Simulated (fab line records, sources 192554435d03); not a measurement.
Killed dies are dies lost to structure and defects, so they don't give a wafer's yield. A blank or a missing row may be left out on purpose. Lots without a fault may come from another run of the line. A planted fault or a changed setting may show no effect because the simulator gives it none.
A struck lot beside a sound one | flow n5_finfet | 14 steps out of a route of 1938
Sound: wafers L588.3, L588.4, L588.6. Struck: wafers L580.2, L580.4, L580.6. The cause comes at the end.
At each step with rows: each side's tool, then ch and its chambers, then its first start. Under that, the readings that differ: sound wafers | struck wafers | difference of the means | sigmas: that difference in standard deviations of wafers without a fault.
alike: readings whose means differ by less than 2 such deviations, and words and numbers that are the same on both sides. not compared: withheld readings, readings that some wafer has no value for, bounds like >300 that may hide the same value, and numbers for which the record gives no deviation and whose values overlap.
The two part at a step that has a row with sigmas, a row that says differs or no value, or rows on one side only. Numbers that don't overlap but have no deviation are shown without sigmas and don't part them. A reading that every wafer of one side lacks parts them only if that side has two wafers or more.

N5_FIN_SAQP_THK_MEAS_05:
  sound on film_metro-01, day 6 20:57; struck on film_metro-02, day 4 20:41
  alike: thk_nm
N5_FIN_SAQP_PECVD_47: deposits a-Si from SiH4/He, target thk 45 nm, time 36.3 s.
  sound on pecvd-03 ch 0,2, day 6 21:01; struck on pecvd-01 ch 1, day 4 20:44
  reading            | sound       | struck         | difference | sigmas
  heater_power_w (W) | 830 786 800 | 1051 1048 1036 | +240       | +3
  alike: showerhead_plenum_p_Torr, susceptor_temp_C, throttle_valve_pct
N5_FIN_SAQP_PECVD_48: deposits SiNx from SiH4/NH3/N2, target thk 25 nm, time 22.1 s.
  sound on pecvd-03 ch 0,2, day 6 21:04; struck on pecvd-01 ch 1, day 4 20:47
  alike: heater_power_w, showerhead_plenum_p_Torr, susceptor_temp_C, throttle_valve_pct
N5_FIN_SAQP_PECVD_06: deposits a-Si from SiH4/He, target thk 60 nm, time 48.1 s.
  sound on pecvd-03 ch 0,2, day 6 21:08; struck on pecvd-01 ch 1, day 4 20:51
  reading            | sound       | struck         | difference | sigmas
  heater_power_w (W) | 781 783 803 | 1062 1059 1043 | +266       | +3
  alike: showerhead_plenum_p_Torr, susceptor_temp_C, throttle_valve_pct
N5_FIN_SAQP_THK_MEAS_07:
  sound on film_metro-01, day 6 21:31; struck on film_metro-02, day 4 20:58
  alike: thk_nm
N5_FIN_SAQP_HM_DEP_72: deposits SiO2 from SiH4/N2O, target thk 12 nm, time 7.2 s.
  sound on pecvd-01 ch 0,1,2, day 6 21:32; struck on pecvd-04 ch 0,2, day 4 21:01
  alike: heater_power_w, showerhead_plenum_p_Torr, susceptor_temp_C
then, 6 steps without rows for these wafers: N5_FIN_SAQP_COAT_49 (time 60 s, resist thk 100 nm); N5_FIN_SAQP_COAT_50 (time 60 s, resist thk 35 nm); N5_FIN_SAQP_COAT_10 (resist thk 90 nm); N5_FIN_SAQP_EBR_12; N5_FIN_SAQP_SOFTBAKE_11 (time 60 s); N5_FIN_SAQP_EXPOSE_13 (exposes mask FIN CORE, target cd 35.6 nm).
N5_FIN_SAQP_PEB_14: peb time 60 s.
  sound on litho_track-05 ch 0, day 6 21:48; struck on litho_track-01, day 4 21:23
  no value came back on the struck wafers for chill_plate_temp_C (C), exhaust_pa (Pa); on the sound wafers chill_plate_temp_C (C) reads 23.06 23.05 23.14
then, 1 step without rows for these wafers: N5_FIN_SAQP_DEVELOP_15 (develop time 30 s).

WHERE THEY PART
First at N5_FIN_SAQP_PECVD_47; last, within this record, at N5_FIN_SAQP_PEB_14.

WHY: what the simulator had put in
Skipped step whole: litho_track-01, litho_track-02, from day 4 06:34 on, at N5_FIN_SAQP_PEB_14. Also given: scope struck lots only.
